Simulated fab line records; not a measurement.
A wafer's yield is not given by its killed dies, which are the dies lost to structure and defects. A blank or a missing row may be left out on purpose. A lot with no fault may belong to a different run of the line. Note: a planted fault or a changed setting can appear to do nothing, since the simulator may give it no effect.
fab line records	flow nand-harc
[record] lots = 24	wafers = 72	last-day = 33
route steps=1302 shown P_M1@315 P_M2@329 P_BONDPAD@364
lots with no fault: from the same line, run without faults
start-h: the number of hours between the record's first day and the start of the first shown wafer of the lot	wait-h: how many hours have passed since the lot's step before this one	" the same as in the row above	L1.1+2: several wafers, shown together as one row	- either no value or no given start	* or withheld: withheld	< > ~ a bound
route shown NAME@n: names a module that has steps shown in the file, with the first one's number in the route	usual: mean and standard deviation over wafers with no fault	same: alike in all rows	chamber/n: place in a boat	sites: the reading at each site	_std_site: their standard deviation	_edge_site: mean of outer sites minus mean of inner sites	radius-mm: for every site, how far away it sits from the centre of the wafer	mask NAME#n: copy n	behind: the tool/chamber that last shaped the wafer	hold: the reason the lot was held/the length of the hold in hours/how it ended	device: whichever transistor did not switch (one of n, p or np)	end of line: tests run on the same wafers once the route is complete	a step without rows: its recipe alone	killed: the dies lost at the first sort to structure and to defects; this is not the yield of the wafer	map: per-die view of a wafer (x killed, . not killed, _ where there is no die)
set.NAME: the setting as run; set.NAME@STEP: as run at that earlier step	model.NAME: the simulator's own value behind a step, which no gauge read
a sample of lots followed through the steps of the route, with each step as a table and each wafer as a row
services: the hour from which a tool's chamber was out of use, counted from the record's first day as start-h (under 0 if before that day), plus the number of hours and why
[[steps]]
[step NHARC_P_M1_INSPECT_27]
[usual] raw-defect-count = 295/100
lot.wafer	tool	chamber	start-h	wait-h	raw-defect-count
L075.1	defect-inspect-02	-	131.13	0.0	186
L075.4	"	-	"	"	291
L075.5	"	-	"	"	230
L074.1	defect-inspect-02	-	131.91	0.0	179
L074.3	"	-	"	"	315
L074.6	"	-	"	"	191
L076.1	defect-inspect-01	-	145.49	0.0	215
L076.4	"	-	"	"	327
L076.5	"	-	"	"	148
L077.3	defect-inspect-02	-	157.33	0.0	357
L077.4	"	-	"	"	426
L077.6	"	-	"	"	332
L078.2	defect-inspect-01	-	165.02	0.0	290
L078.3	"	-	"	"	348
L078.5	"	-	"	"	290
L079.1	defect-inspect-02	-	177.94	0.0	403
L079.3	"	-	"	"	494
L079.6	"	-	"	"	244
L080.1	defect-inspect-01	-	187.48	0.0	357
L080.4	"	-	"	"	434
L080.6	"	-	"	"	306
L081.2	defect-inspect-01	-	199.50	0.0	259
L081.4	"	-	"	"	256
L081.6	"	-	"	"	271
L082.3	defect-inspect-01	-	214.36	0.0	497
L082.4	"	-	"	"	391
L082.6	"	-	"	"	452
L083.1	defect-inspect-02	-	222.83	0.0	238
L083.3	"	-	"	"	502
L083.5	"	-	"	"	432
L084.2	defect-inspect-02	-	232.53	0.0	274
L084.4	"	-	"	"	203
L084.5	"	-	"	"	210
L085.1	defect-inspect-02	-	241.83	0.0	436
L085.2	"	-	"	"	171
L085.3	"	-	"	"	173
L086.2	defect-inspect-02	-	243.90	0.0	291
L086.3	"	-	"	"	199
L086.6	"	-	"	"	365
L087.3	defect-inspect-01	-	275.61	0.0	359
L087.4	"	-	"	"	186
L087.6	"	-	"	"	301
L089.1	defect-inspect-01	-	276.18	0.0	285
L089.4	"	-	"	"	403
L089.6	"	-	"	"	222
L088.1	defect-inspect-01	-	278.58	0.0	358
L088.4	"	-	"	"	180
L088.5	"	-	"	"	345
L090.1	defect-inspect-02	-	290.30	0.0	448
L090.5	"	-	"	"	403
L090.6	"	-	"	"	296
L091.2	defect-inspect-01	-	293.87	0.0	415
L091.3	"	-	"	"	522
L091.6	"	-	"	"	233
L092.4	defect-inspect-02	-	312.29	0.0	181
L092.5	"	-	"	"	226
L092.6	"	-	"	"	207
L093.3	defect-inspect-01	-	316.28	0.0	193
L093.4	"	-	"	"	216
L093.6	"	-	"	"	202
L094.1	defect-inspect-01	-	328.24	0.0	162
L094.2	"	-	"	"	386
L094.4	"	-	"	"	317
L095.2	defect-inspect-02	-	336.21	0.0	299
L095.3	"	-	"	"	194
L095.6	"	-	"	"	227
L096.2	defect-inspect-02	-	350.17	0.0	521
L096.4	"	-	"	"	344
L096.5	"	-	"	"	262
L097.2	defect-inspect-02	-	353.27	0.0	252
L097.4	"	-	"	"	376
L097.5	"	-	"	"	216
[step NHARC_P_M2_OVL_MEAS_10]
[recipe] pitch-nm = 340
[usual] overlay-x-nm = 0.0/0.97	overlay-y-nm = 0.1/0.87
lot.wafer	tool	chamber	start-h	wait-h	overlay-x-nm	overlay-y-nm
L075.1	overlay-01	-	132.63	-	0.7	-0.4
L075.4	"	-	"	"	0.1	-0.4
L075.5	"	-	"	"	0.7	-0.6
L074.1	overlay-01	-	133.28	-	1.3	0.2
L074.3	"	-	"	"	0.5	0.2
L074.6	"	-	"	"	1.0	0.6
L076.1	overlay-01	-	146.97	-	2.5	0.3
L076.4	"	-	"	"	2.8	1.0
L076.5	"	-	"	"	2.4	0.9
L077.3	overlay-02	-	158.80	-	0.5	-0.8
L077.4	"	-	"	"	0.5	-1.4
L077.6	"	-	"	"	0.3	-1.0
L078.2	overlay-02	-	166.50	-	-0.5	1.0
L078.3	"	-	"	"	0.9	0.6
L078.5	"	-	"	"	-0.2	0.5
L079.1	overlay-01	-	179.30	-	-1.5	0.0
L079.3	"	-	"	"	-1.2	0.4
L079.6	"	-	"	"	-1.8	0.3
L080.1	overlay-01	-	189.24	-	-1.5	0.1
L080.4	"	-	"	"	-1.6	0.4
L080.6	"	-	"	"	-0.3	0.6
L081.2	overlay-01	-	201.15	-	-1.6	1.1
L081.4	"	-	"	"	-1.3	1.2
L081.6	"	-	"	"	-2.2	1.2
L082.3	overlay-01	-	215.85	-	0.4	-0.5
L082.4	"	-	"	"	0.7	0.2
L082.6	"	-	"	"	0.2	-0.2
L083.1	overlay-01	-	224.17	-	0.6	0.1
L083.3	"	-	"	"	-0.3	1.0
L083.5	"	-	"	"	0.2	0.6
L084.2	overlay-01	-	234.21	-	0.2	1.4
L084.4	"	-	"	"	0.0	1.4
L084.5	"	-	"	"	-0.1	1.5
L085.1	overlay-01	-	243.19	-	-1.4	-2.0
L085.2	"	-	"	"	-1.1	-1.9
L085.3	"	-	"	"	-1.1	-1.4
L086.2	overlay-01	-	245.39	-	0.5	0.1
L086.3	"	-	"	"	0.9	-0.9
L086.6	"	-	"	"	1.0	-0.2
L087.3	overlay-02	-	276.98	-	0.1	-1.1
L087.4	"	-	"	"	0.0	-1.4
L087.6	"	-	"	"	0.1	-1.1
L089.1	overlay-01	-	277.64	-	0.3	-0.8
L089.4	"	-	"	"	0.1	-0.1
L089.6	"	-	"	"	0.2	-0.9
L088.1	overlay-02	-	280.04	-	-0.8	-0.3
L088.4	"	-	"	"	0.0	-0.4
L088.5	"	-	"	"	-0.9	-0.7
L090.1	overlay-02	-	291.78	-	-0.9	0.1
L090.5	"	-	"	"	-1.1	0.1
L090.6	"	-	"	"	-1.4	0.3
L091.2	overlay-02	-	295.35	-	-0.4	1.0
L091.3	"	-	"	"	-0.6	0.6
L091.6	"	-	"	"	0.1	0.3
L092.4	overlay-01	-	313.76	-	0.4	-0.2
L092.5	"	-	"	"	0.5	-0.1
L092.6	"	-	"	"	0.5	0.1
L093.3	overlay-01	-	317.74	-	0.7	1.2
L093.4	"	-	"	"	1.1	0.7
L093.6	"	-	"	"	1.2	1.1
L094.1	overlay-02	-	329.57	-	1.1	-0.4
L094.2	"	-	"	"	0.4	-0.7
L094.4	"	-	"	"	0.7	-0.2
L095.2	overlay-02	-	337.69	-	-0.9	0.0
L095.3	"	-	"	"	-0.8	-0.1
L095.6	"	-	"	"	-1.0	0.4
L096.2	overlay-02	-	351.64	-	0.5	0.6
L096.4	"	-	"	"	0.4	0.3
L096.5	"	-	"	"	0.7	0.5
L097.2	overlay-02	-	354.75	-	-0.1	0.5
L097.4	"	-	"	"	0.2	1.0
L097.5	"	-	"	"	0.2	1.3
[step NHARC_P_M2_DESCUM_14]
[recipe] time-s = 3	o2-flow-sccm = 200	ar-flow-sccm = 0	bias-power-w = 0	chemistry = O2
[usual] drypump-motor-current-A = 5.8/0.4	oes-product-au = 1.003/0.011	rf-vpp-V = 57.6/0.93	showerhead-plenum-p-Torr = 1.89/0.095	throttle-valve-pct = 11.312/0.0095
lot.wafer	tool	chamber	start-h	wait-h	drypump-motor-current-A	oes-product-au	rf-hours-counter-h	rf-vpp-V	showerhead-plenum-p-Torr	throttle-valve-pct
L075.4	rie-diel-07	1	132.73	0.1	6.2	1.027	0.1	58.8	2.03	11.329
L075.1	"	2	"	"	5.9	0.993	0.1	56.1	1.97	11.322
L075.5	"	1	"	"	6.2	1.023	-	59.2	2.03	11.303
L074.1	rie-diel-01	0	133.37	0.1	5.9	0.986	4.6	58.5	1.88	11.328
L074.3	"	1	"	"	5.9	0.987	4.5	56.3	1.79	11.310
L074.6	"	1	"	"	5.9	1.001	-	56.9	1.79	11.311
L076.1	rie-diel-03	1	147.07	0.1	4.8	0.992	1.6	56.4	1.83	11.324
L076.4	"	0	"	"	5.2	1.010	1.5	57.4	1.83	11.309
L076.5	"	2	"	"	5.7	0.998	-	58.9	1.80	11.319
L077.4	rie-diel-07	0	158.90	0.1	5.8	1.006	0.6	59.2	2.00	11.310
L077.3	"	1	"	"	6.2	1.012	0.6	58.2	2.03	11.303
L077.6	"	3	"	"	5.2	1.011	-	58.3	2.05	11.326
L078.2	rie-diel-01	3	166.61	0.1	6.0	1.006	6.0	58.0	1.80	11.293
L078.3	"	0	"	"	6.0	1.014	5.7	57.3	1.88	11.290
L078.5	"	2	"	"	5.7	1.009	-	56.6	1.80	11.293
L079.1	rie-diel-07	3	179.41	0.1	5.2	1.007	2.7	56.4	2.05	11.300
L079.3	"	0	"	"	5.8	1.004	2.9	58.3	2.00	11.306
L079.6	"	1	"	"	6.2	1.022	-	58.6	2.03	11.305
L080.4	rie-diel-01	2	189.35	0.1	5.6	1.008	7.5	58.4	1.80	11.309
L080.1	"	0	"	"	6.0	1.001	7.6	58.0	1.88	11.312
L080.6	"	1	"	"	6.0	1.005	-	57.1	1.79	11.317
L081.4	rie-diel-03	2	201.25	0.1	5.7	0.998	3.7	56.8	1.80	11.308
L081.2	"	0	"	"	5.2	1.008	2.5	57.5	1.83	11.310
L081.6	"	3	"	"	6.6	0.985	-	57.2	1.89	11.312
L082.3	rie-diel-03	2	215.96	0.1	5.7	1.009	3.8	57.4	1.80	11.310
L082.4	"	3	"	"	6.6	1.006	3.8	57.2	1.89	11.310
L082.6	"	1	"	"	4.8	1.005	-	58.5	1.83	11.309
L083.3	rie-diel-07	3	224.27	0.1	5.2	0.999	6.7	60.9	2.05	11.299
L083.1	"	0	"	"	5.8	1.008	6.5	57.5	2.00	11.330
L083.5	"	3	"	"	5.2	1.002	-	57.0	2.05	11.311
L084.2	rie-diel-07	1	234.31	0.1	6.2	1.020	6.3	58.6	2.02	11.314
L084.4	"	0	"	"	5.8	1.007	6.5	59.6	2.00	11.306
L084.5	"	2	"	"	5.9	0.979	-	57.5	1.97	11.314
L085.2	rie-diel-07	2	243.29	0.1	5.9	0.984	6.8	58.5	1.97	11.301
L085.3	"	3	"	"	5.2	0.998	7.0	59.2	2.05	11.334
L085.1	"	0	"	"	5.8	1.003	6.7	58.4	2.00	11.300
L086.2	rie-diel-01	0	245.49	0.1	6.0	0.984	1.3	57.4	1.88	11.313
L086.3	"	1	"	"	5.9	1.001	1.3	57.6	1.79	11.320
L086.6	"	0	"	"	5.9	0.981	-	57.8	1.88	11.304
L087.4	rie-diel-07	3	277.08	0.1	5.2	0.994	10.7	58.2	2.05	11.315
L087.3	"	0	"	"	5.8	1.002	10.4	56.9	2.00	11.314
L087.6	"	2	"	"	5.9	0.995	-	58.5	1.97	11.303
L089.1	rie-diel-01	1	277.75	0.1	5.9	0.996	3.4	58.3	1.79	11.326
L089.4	"	2	"	"	5.6	1.008	3.2	57.0	1.79	11.312
L089.6	"	0	"	"	5.9	0.997	-	56.7	1.88	11.311
L088.4	rie-diel-07	0	280.13	0.1	5.8	1.006	10.5	57.7	2.00	11.324
L088.1	"	3	"	"	5.2	1.001	10.9	59.5	2.05	11.310
L088.5	"	0	"	"	5.8	1.016	-	57.8	2.00	11.316
L090.1	rie-diel-01	0	291.90	0.1	5.9	0.993	3.5	56.1	1.88	11.320
L090.5	"	1	"	"	5.9	1.011	-	57.7	1.79	11.320
L090.6	"	2	"	"	5.6	1.004	-	57.5	1.79	11.322
L091.3	rie-diel-01	0	295.46	0.1	6.0	0.988	3.6	56.9	1.88	11.331
L091.2	"	1	"	"	5.9	0.999	3.9	57.5	1.79	11.320
L091.6	"	0	"	"	6.0	0.993	-	56.9	1.88	11.320
L092.4	rie-diel-01	3	313.88	0.1	6.0	1.012	3.7	56.8	1.80	11.302
L092.6	"	0	"	"	6.0	0.987	-	56.9	1.88	11.322
L092.5	"	1	"	"	5.9	0.998	-	56.9	1.79	11.298
L093.4	rie-diel-01	2	317.84	0.1	5.7	1.012	4.1	56.8	1.79	11.297
L093.3	"	1	"	"	5.9	1.007	4.2	57.4	1.79	11.323
L093.6	"	2	"	"	5.7	1.014	-	58.4	1.79	11.307
L094.1	rie-diel-03	0	329.66	0.1	5.2	1.014	1.7	58.0	1.83	11.306
L094.4	"	2	"	"	5.7	1.019	1.4	56.8	1.80	11.308
L094.2	"	3	"	"	6.6	0.998	1.3	58.6	1.89	11.314
L095.2	rie-diel-01	2	337.78	0.1	5.7	1.002	5.1	59.0	1.79	11.312
L095.3	"	3	"	"	6.0	1.005	5.0	57.5	1.80	11.297
L095.6	"	3	"	"	6.0	1.000	-	57.1	1.80	11.301
L096.4	rie-diel-01	0	351.73	0.1	6.0	0.988	6.4	57.3	1.88	11.314
L096.2	"	2	"	"	5.7	1.013	6.2	57.7	1.79	11.312
L096.5	"	1	"	"	5.9	0.994	-	56.5	1.79	11.301
L097.2	rie-diel-03	2	354.84	0.1	5.7	1.022	4.0	57.1	1.80	11.325
L097.4	"	3	"	"	6.6	1.006	4.2	57.3	1.89	11.309
L097.5	"	2	"	"	5.7	1.013	-	55.8	1.80	11.324
[step NHARC_P_M2_CMP_23]
[recipe] t-overpolish-s = 20	target-thk-nm = 144.3
[usual] edge-zone-pressure-frac = 1.001/0.0052	motor-current-A = 11.6/1.3	pad-life-wafers = 167/110	time-to-endpoint-s = 29.0/2.3
lot.wafer	tool	chamber	start-h	wait-h	edge-zone-pressure-frac	motor-current-A	pad-life-wafers	time-to-endpoint-s
L075.4	cmp-01	0	134.85	-	1.002	12.4	229	29.6
L075.1	"	1	"	"	0.996	12.6	230	28.8
L075.5	"	3	"	"	1.000	9.5	-	28.0
L074.3	cmp-04	3	135.96	-	0.997	13.4	90	27.0
L074.1	"	0	"	"	1.000	12.1	91	25.0
L074.6	"	3	"	"	0.997	13.5	-	27.4
L076.1	cmp-04	2	149.17	-	0.999	11.1	120	28.2
L076.4	"	3	"	"	1.004	13.4	121	26.6
L076.5	"	2	"	"	1.002	10.9	-	27.3
L077.4	cmp-02	3	160.99	-	1.002	10.7	84	24.3
L077.3	"	1	"	"	1.004	11.6	86	29.2
L077.6	"	3	"	"	1.007	10.5	-	24.7
L078.3	cmp-04	0	168.76	-	1.001	11.7	193	27.5
L078.2	"	2	"	"	0.990	11.0	195	28.9
L078.5	"	3	"	"	1.000	13.3	-	27.5
L079.3	cmp-01	0	181.57	-	1.000	12.5	469	28.9
L079.1	"	2	"	"	1.001	12.1	471	31.9
L079.6	"	3	"	"	0.998	9.3	-	28.9
L080.1	cmp-01	1	191.51	-	1.000	12.7	7	28.3
L080.4	"	3	"	"	1.006	9.7	9	28.9
L080.6	"	1	"	"	1.004	12.2	-	27.5
L081.4	cmp-02	1	203.35	-	0.997	12.0	222	28.4
L081.2	"	0	"	"	0.996	9.2	225	31.2
L081.6	"	2	"	"	0.996	11.3	-	30.0
L082.4	cmp-04	1	218.04	-	0.999	12.5	12	30.9
L082.3	"	0	"	"	1.008	12.2	15	27.2
L082.6	"	1	"	"	1.002	11.5	-	31.4
L083.1	cmp-02	3	226.40	-	1.002	10.8	289	28.6
L083.3	"	0	"	"	0.995	10.1	290	28.2
L083.5	"	2	"	"	0.997	10.7	-	29.6
L084.2	cmp-01	3	236.46	-	1.002	9.2	200	27.3
L084.4	"	0	"	"	0.988	13.4	201	25.3
L084.5	"	1	"	"	1.002	12.6	-	28.3
L085.1	cmp-02	3	245.93	-	0.995	10.1	36	27.2
L085.2	"	0	"	"	1.004	9.7	37	30.3
L085.3	"	1	"	"	1.009	12.0	38	28.4
L086.2	cmp-04	3	247.59	-	1.003	13.4	156	26.0
L086.3	"	0	"	"	1.004	11.8	157	27.3
L086.6	"	3	"	"	1.008	12.5	-	26.6
L087.4	cmp-01	3	279.20	-	1.004	9.6	348	31.7
L087.3	"	1	"	"	1.003	12.6	350	31.0
L087.6	"	3	"	"	1.011	8.7	-	30.4
L089.1	cmp-02	1	279.86	-	0.999	11.8	180	26.9
L089.4	"	0	"	"	0.994	9.7	183	29.4
L089.6	"	1	"	"	1.005	11.7	-	30.4
L088.4	cmp-02	3	282.23	-	0.992	10.7	198	29.3
L088.1	"	0	"	"	0.992	9.4	199	32.4
L088.5	"	0	"	"	1.009	9.6	-	29.5
L090.1	cmp-01	0	294.03	-	0.998	13.0	13	32.6
L090.6	"	3	"	"	1.000	9.8	-	29.0
L090.5	"	0	"	"	1.008	12.4	-	33.5
L091.2	cmp-04	3	297.58	-	1.006	13.8	319	26.1
L091.3	"	1	"	"	0.998	12.1	321	33.6
L091.6	"	3	"	"	1.004	13.2	-	25.8
L092.4	cmp-01	1	316.02	-	0.998	11.9	86	29.5
L092.6	"	3	"	"	0.998	9.9	-	27.6
L092.5	"	0	"	"	0.999	13.1	-	27.4
L093.3	cmp-01	1	319.93	-	0.999	12.1	120	31.3
L093.4	"	3	"	"	1.006	9.3	122	27.0
L093.6	"	1	"	"	0.997	12.1	-	28.7
L094.2	cmp-04	2	331.78	-	1.009	10.5	78	27.5
L094.4	"	3	"	"	1.004	13.9	79	24.9
L094.1	"	1	"	"	1.003	12.1	81	32.8
L095.3	cmp-04	0	339.91	-	1.008	11.6	109	29.5
L095.2	"	2	"	"	0.992	10.9	111	29.5
L095.6	"	0	"	"	1.000	11.4	-	30.6
L096.4	cmp-01	1	353.97	-	1.004	12.5	258	29.2
L096.2	"	3	"	"	1.004	9.0	260	29.4
L096.5	"	1	"	"	1.001	12.5	-	28.6
L097.2	cmp-04	0	357.00	-	1.007	12.0	162	27.1
L097.4	"	1	"	"	1.002	11.8	163	31.6
L097.5	"	0	"	"	0.998	12.2	-	26.0
[step NHARC_P_BONDPAD_CD_MEAS_09]
[recipe] target-cd-nm = 500	landing-energy-ev = 500
[usual] cd-nm = 499.3/1.8
lot.wafer	tool	chamber	start-h	wait-h	cd-nm
L075.1	cd-sem-01	0	136.96	-	499.0
L075.4	"	0	"	"	498.5
L075.5	"	0	"	"	498.0
L074.1	cd-sem-02	0	138.22	-	501.0
L074.3	"	0	"	"	496.9
L074.6	"	0	"	"	498.4
L076.1	cd-sem-03	0	151.43	-	500.5
L076.4	"	0	"	"	499.4
L076.5	"	0	"	"	500.1
L077.3	cd-sem-01	0	163.26	-	499.8
L077.4	"	0	"	"	497.9
L077.6	"	0	"	"	497.4
L078.2	cd-sem-02	0	170.86	-	501.0
L078.3	"	0	"	"	501.3
L078.5	"	0	"	"	499.8
L079.1	cd-sem-01	0	183.85	-	500.6
L079.3	"	0	"	"	502.5
L079.6	"	0	"	"	500.0
L080.1	cd-sem-01	0	194.04	-	501.4
L080.4	"	0	"	"	499.8
L080.6	"	0	"	"	500.4
L081.2	cd-sem-01	0	205.50	-	497.6
L081.4	"	0	"	"	499.9
L081.6	"	0	"	"	495.5
L082.3	cd-sem-01	0	220.29	-	499.3
L082.4	"	0	"	"	498.3
L082.6	"	0	"	"	498.6
L083.1	cd-sem-03	0	228.50	-	502.9
L083.3	"	0	"	"	497.5
L083.5	"	0	"	"	500.1
L084.2	cd-sem-02	0	238.66	-	500.6
L084.4	"	0	"	"	495.0
L084.5	"	0	"	"	498.0
L085.1	cd-sem-02	0	248.18	-	499.8
L085.2	"	0	"	"	496.4
L085.3	"	0	"	"	501.1
L086.2	cd-sem-03	0	249.85	-	497.8
L086.3	"	0	"	"	497.3
L086.6	"	0	"	"	499.1
L087.3	cd-sem-03	0	281.35	-	498.7
L087.4	"	0	"	"	499.5
L087.6	"	0	"	"	502.0
L089.1	cd-sem-03	0	282.11	-	500.0
L089.4	"	0	"	"	497.8
L089.6	"	0	"	"	499.3
L088.1	cd-sem-01	0	284.49	-	501.7
L088.4	"	0	"	"	501.9
L088.5	"	0	"	"	501.8
L090.1	cd-sem-02	0	296.26	-	499.8
L090.5	"	0	"	"	502.5
L090.6	"	0	"	"	500.0
L091.2	cd-sem-03	0	299.68	-	502.0
L091.3	"	0	"	"	502.1
L091.6	"	0	"	"	500.9
L092.4	cd-sem-01	0	318.25	-	499.5
L092.5	"	0	"	"	496.2
L092.6	"	0	"	"	499.9
L093.3	cd-sem-02	0	322.40	-	498.9
L093.4	"	0	"	"	499.8
L093.6	"	0	"	"	500.9
L094.1	cd-sem-03	0	333.92	-	497.9
L094.2	"	0	"	"	498.9
L094.4	"	0	"	"	498.1
L095.2	cd-sem-01	0	342.28	-	497.1
L095.3	"	0	"	"	498.0
L095.6	"	0	"	"	499.4
L096.2	cd-sem-01	0	356.26	-	497.6
L096.4	"	0	"	"	498.1
L096.5	"	0	"	"	501.5
L097.2	cd-sem-02	0	359.28	-	499.8
L097.4	"	0	"	"	494.2
L097.5	"	0	"	"	498.2
[step NHARC_P_BONDPAD_DESCUM_11]
[recipe] time-s = 3	o2-flow-sccm = 200	ar-flow-sccm = 0	bias-power-w = 0	chemistry = O2
[usual] drypump-motor-current-A = 5.9/0.34	oes-product-au = 1.002/0.01	rf-vpp-V = 57.9/0.87	showerhead-plenum-p-Torr = 1.94/0.076	throttle-valve-pct = 11.312/0.0093
lot.wafer	tool	chamber	start-h	wait-h	drypump-motor-current-A	oes-product-au	rf-hours-counter-h	rf-vpp-V	showerhead-plenum-p-Torr	throttle-valve-pct
L075.1	rie-diel-10	3	137.17	-	5.2	1.007	5.3	58.7	1.95	11.328
L075.4	"	0	"	"	5.5	0.995	4.7	58.9	2.04	11.315
L075.5	"	0	"	"	5.5	0.990	-	59.2	2.04	11.315
L074.3	rie-diel-10	0	138.44	-	5.5	0.986	4.8	59.1	2.04	11.310
L074.1	"	1	"	"	5.9	0.997	4.7	57.2	2.03	11.312
L074.6	"	0	"	"	5.6	0.995	-	57.6	2.04	11.310
L076.4	rie-diel-10	0	151.64	-	5.6	0.992	5.2	58.8	2.04	11.307
L076.1	"	3	"	"	5.2	0.999	5.8	58.0	1.95	11.308
L076.5	"	0	"	"	5.5	1.002	-	58.7	2.04	11.311
L077.4	rie-diel-10	1	163.46	-	5.9	1.011	5.3	58.0	2.03	11.302
L077.3	"	2	"	"	6.2	1.008	6.0	58.5	1.90	11.325
L077.6	"	2	"	"	6.1	1.026	-	56.2	1.90	11.311
L078.2	rie-diel-06	2	171.08	-	5.9	1.012	0.4	58.0	1.94	11.313
L078.3	"	3	"	"	5.8	1.014	0.3	59.0	2.03	11.300
L078.5	"	2	"	"	5.8	1.014	-	57.7	1.94	11.301
L079.3	rie-diel-10	0	184.06	-	5.5	0.990	7.3	57.8	2.04	11.316
L079.1	"	3	"	"	5.3	1.008	8.5	58.2	1.95	11.310
L079.6	"	1	"	"	5.9	1.000	-	58.3	2.02	11.331
L080.4	rie-diel-06	0	194.27	-	6.0	1.003	0.8	57.3	1.82	11.315
L080.1	"	1	"	"	6.5	0.998	0.8	57.2	1.96	11.304
L080.6	"	3	"	"	5.8	1.003	-	57.3	2.02	11.299
L081.2	rie-diel-06	1	205.72	-	6.5	0.996	1.0	58.9	1.96	11.298
L081.4	"	2	"	"	5.8	1.010	0.9	57.4	1.94	11.322
L081.6	"	1	"	"	6.5	0.995	-	58.2	1.96	11.318
L082.3	rie-diel-10	1	220.51	-	5.9	1.013	8.8	58.3	2.02	11.314
L082.4	"	2	"	"	6.2	1.008	8.7	56.2	1.90	11.311
L082.6	"	3	"	"	5.2	1.011	-	57.5	1.95	11.311
L083.1	rie-diel-06	3	228.73	-	5.8	1.002	1.6	56.7	2.02	11.316
L083.3	"	0	"	"	6.0	0.994	1.6	57.3	1.82	11.321
L083.5	"	1	"	"	6.5	0.995	-	58.0	1.96	11.311
L084.4	rie-diel-05	2	238.87	-	6.1	0.989	0	57.3	2.02	11.334
L084.2	"	3	"	"	6.1	0.977	0	57.8	1.83	11.303
L084.5	"	2	"	"	6.1	0.994	-	57.5	2.02	11.321
L085.3	rie-diel-05	1	248.39	-	6.3	1.019	1.2	59.8	1.90	11.305
L085.1	"	2	"	"	6.1	0.986	1.2	56.9	2.02	11.310
L085.2	"	3	"	"	6.1	0.991	0.8	57.5	1.82	11.314
L086.3	rie-diel-05	0	250.09	-	5.5	0.992	0.9	58.3	1.86	11.321
L086.2	"	1	"	"	6.3	1.016	1.3	58.9	1.90	11.312
L086.6	"	3	"	"	6.1	0.980	-	59.5	1.82	11.309
L087.4	rie-diel-05	3	281.58	-	6.1	0.986	1.4	58.7	1.82	11.299
L087.3	"	0	"	"	5.5	1.001	1.5	57.6	1.86	11.327
L087.6	"	1	"	"	6.2	1.006	-	57.4	1.90	11.327
L089.1	rie-diel-05	2	282.34	-	6.1	0.981	1.8	58.2	2.02	11.300
L089.4	"	3	"	"	6.0	0.994	1.4	57.3	1.82	11.309
L089.6	"	1	"	"	6.3	1.015	-	58.5	1.90	11.311
L088.1	rie-diel-05	1	284.70	-	6.2	1.016	2.1	58.0	1.90	11.315
L088.4	"	2	"	"	6.1	0.999	2.0	56.4	2.02	11.312
L088.5	"	2	"	"	6.1	0.996	-	59.0	2.02	11.318
L090.1	rie-diel-06	0	296.47	-	6.0	0.993	3.2	58.2	1.82	11.328
L090.5	"	0	"	"	6.0	0.994	-	57.9	1.82	11.315
L090.6	"	1	"	"	6.5	0.994	-	57.7	1.96	11.304
L091.2	rie-diel-05	3	299.89	-	6.1	0.992	2.0	58.5	1.82	11.294
L091.3	"	1	"	"	6.2	1.023	2.5	57.8	1.90	11.309
L091.6	"	3	"	"	6.1	0.988	-	56.4	1.82	11.314
L092.4	rie-diel-10	0	318.48	-	5.5	1.009	4.2	58.1	2.04	11.326
L092.5	"	1	"	"	5.9	1.013	-	58.7	2.02	11.317
L092.6	"	2	"	"	6.2	1.009	-	57.3	1.90	11.297
L093.3	rie-diel-06	3	322.61	-	5.8	1.001	0.2	59.1	2.02	11.303
L093.4	"	0	"	"	6.0	1.012	0.2	57.2	1.82	11.309
L093.6	"	3	"	"	5.8	1.010	-	60.0	2.02	11.325
L094.1	rie-diel-06	1	334.15	-	6.6	1.010	0.7	58.1	1.96	11.296
L094.2	"	3	"	"	5.8	1.016	0.9	58.8	2.02	11.309
L094.4	"	0	"	"	6.0	1.016	0.7	57.8	1.82	11.311
L095.3	rie-diel-05	3	342.49	-	6.1	0.995	5.2	58.1	1.82	11.312
L095.2	"	0	"	"	5.5	1.010	3.9	57.4	1.86	11.306
L095.6	"	3	"	"	6.1	0.989	-	57.0	1.82	11.321
L096.4	rie-diel-05	1	356.47	-	6.3	1.004	5.2	58.7	1.90	11.297
L096.2	"	2	"	"	6.1	0.991	6.1	57.7	2.02	11.308
L096.5	"	1	"	"	6.3	1.009	-	59.6	1.90	11.307
L097.2	rie-diel-06	0	359.51	-	6.0	1.002	1.0	55.8	1.82	11.305
L097.4	"	2	"	"	5.9	1.004	-	58.1	1.94	11.315
L097.5	"	0	"	"	6.0	0.999	-	56.8	1.82	11.311
[[services]]
tool	chamber	start-h	hours	kind
cmp-04	-	111.00	4.0	pm
rie-diel-07	-	117.20	9.0	pm
rie-diel-06	-	130.20	9.0	pm
rie-diel-06	3	147.89	2.6	repair
rie-diel-05	1	161.60	3.1	repair
cmp-04	-	170.34	1.4	repair
rie-diel-05	-	172.19	4.8	repair
rie-diel-06	-	175.34	1.2	repair
cmp-01	-	185.61	4.0	pm
rie-diel-01	-	203.90	9.0	pm
cmp-04	-	209.00	4.0	pm
cmp-04	-	215.85	1.8	repair
rie-diel-05	-	229.60	9.0	pm
rie-diel-06	2	236.38	5.0	repair
cmp-04	-	260.90	1.3	repair
cmp-04	-	262.85	0.9	repair
cmp-01	-	262.85	2.3	repair
rie-diel-01	-	280.73	0.5	repair
cmp-01	-	283.61	4.0	pm
rie-diel-05	0	294.30	8.2	repair
cmp-04	-	307.00	4.0	pm
cmp-04	-	314.98	1.3	repair
rie-diel-01	3	344.68	1.6	repair
cmp-01	-	351.82	2.0	repair
[[key]]
fault none
